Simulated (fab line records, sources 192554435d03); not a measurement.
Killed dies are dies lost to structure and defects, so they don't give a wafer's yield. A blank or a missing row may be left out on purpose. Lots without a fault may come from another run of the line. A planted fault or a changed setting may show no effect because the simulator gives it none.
Split-lot experiment | flow n5_finfet | 7 lots, 21 wafers read, on a route of 1938 steps

THE SPLIT
At N5_ZERO_LAYER_COAT_05 (resist thk 1000 nm), the setting spin_rpm was moved away from the recipe's 1500 rpm on 8 of the 21 wafers read, by -9.5% to +11.1%. The other wafers ran this setting at the recipe's value.

The reading is taken at the split's own step.

THE READING
coat_of_ZERO_LAYER_COAT_05.thk_nm (the simulator's own value, which no gauge read), in nm, at N5_ZERO_LAYER_COAT_05 (resist thk 1000 nm). The file gives no usual value for it. The 13 wafers here that ran the recipe average 998.9 nm, standard deviation 2 nm.

wafer  | tool, chamber at the split | spin_rpm as run, rpm | against the recipe | coat_of_ZERO_LAYER_COAT_05.thk_nm, nm | against lot-mates on the recipe
L074.1 | litho_track-03, 0          | 1500                 | recipe             | 1000                                  | -
L074.3 | litho_track-03, 0          | 1500                 | recipe             | 998.8                                 | -
L074.5 | litho_track-03, 0          | 1500                 | recipe             | 999                                   | -
L075.3 | litho_track-01, 0          | 1500                 | recipe             | 998.1                                 | -
L075.5 | litho_track-01, 0          | 1500                 | recipe             | 998.3                                 | -
L075.6 | litho_track-01, 0          | 1500                 | recipe             | 997.8                                 | -
L076.2 | litho_track-04, 0          | 1615                 | +7.7%              | 963.3                                 | -36.7
L076.4 | litho_track-04, 0          | 1615                 | +7.7%              | 966                                   | -34.0
L076.6 | litho_track-04, 0          | 1500                 | recipe             | 1000                                  | -
L077.1 | litho_track-04, 0          | 1417                 | -5.5%              | 1024                                  | +26.7
L077.2 | litho_track-04, 0          | 1500                 | recipe             | 997.3                                 | -
L077.5 | litho_track-04, 0          | 1417                 | -5.5%              | 1027                                  | +29.7
L084.3 | litho_track-01, 0          | 1358                 | -9.5%              | 1049                                  | +49.2
L084.4 | litho_track-01, 0          | 1358                 | -9.5%              | 1052                                  | +52.2
L084.5 | litho_track-01, 0          | 1500                 | recipe             | 999.8                                 | -
L086.1 | litho_track-03, 0          | 1666                 | +11.1%             | 944.9                                 | -50.1
L086.3 | litho_track-03, 0          | 1666                 | +11.1%             | 942.3                                 | -52.7
L086.5 | litho_track-03, 0          | 1500                 | recipe             | 995                                   | -
L096.4 | litho_track-01, 0          | 1500                 | recipe             | 997.9                                 | -
L096.5 | litho_track-01, 0          | 1500                 | recipe             | 1004                                  | -
L096.6 | litho_track-01, 0          | 1500                 | recipe             | 999.4                                 | -

THE FIT
A straight line over all 21 wafers: coat_of_ZERO_LAYER_COAT_05.thk_nm changes by -5.02 nm for each +1% of spin_rpm; r = -1.00; the points scatter about the line by 2.6 nm.
The same after taking each lot's own level away (the mean of its wafers on the recipe; 21 wafers): -4.91 nm for each +1%; r = -1.00; scatter 2.1 nm.
On that fit, the largest move of spin_rpm shifts the reading by 54 nm.
The lots' own levels span 995.00 to 1000.43 nm, that is 2.8 times the standard deviation above.
So the lot-to-lot level changes the slope little: the two slopes agree.
Check: with one of the wafers moved furthest among these (+11.1%) left out of the fit, the line predicts -54.3 nm for it against its lot-mates. It came out at -50.1 nm against them.

THE WHOLE CHAIN: every reading that the file lists as answering this split, in the file's order
step                   | what it does       | reading                                                                            | change (the file's fit)              | r (the file's)
N5_ZERO_LAYER_COAT_05  | resist thk 1000 nm | coat_of_ZERO_LAYER_COAT_05.thk_nm (the simulator's own value, which no gauge read) | -4.9 nm for each +1% of the setting  | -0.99
N5_ZERO_LAYER_STRIP_24 | strips in O2       | strip_time_to_endpoint_s                                                           | withheld for each +1% of the setting | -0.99

THE FILE'S OWN FIT
coat_of_ZERO_LAYER_COAT_05.thk_nm changes by -4.9 nm for each +1% of spin_rpm, r = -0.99.
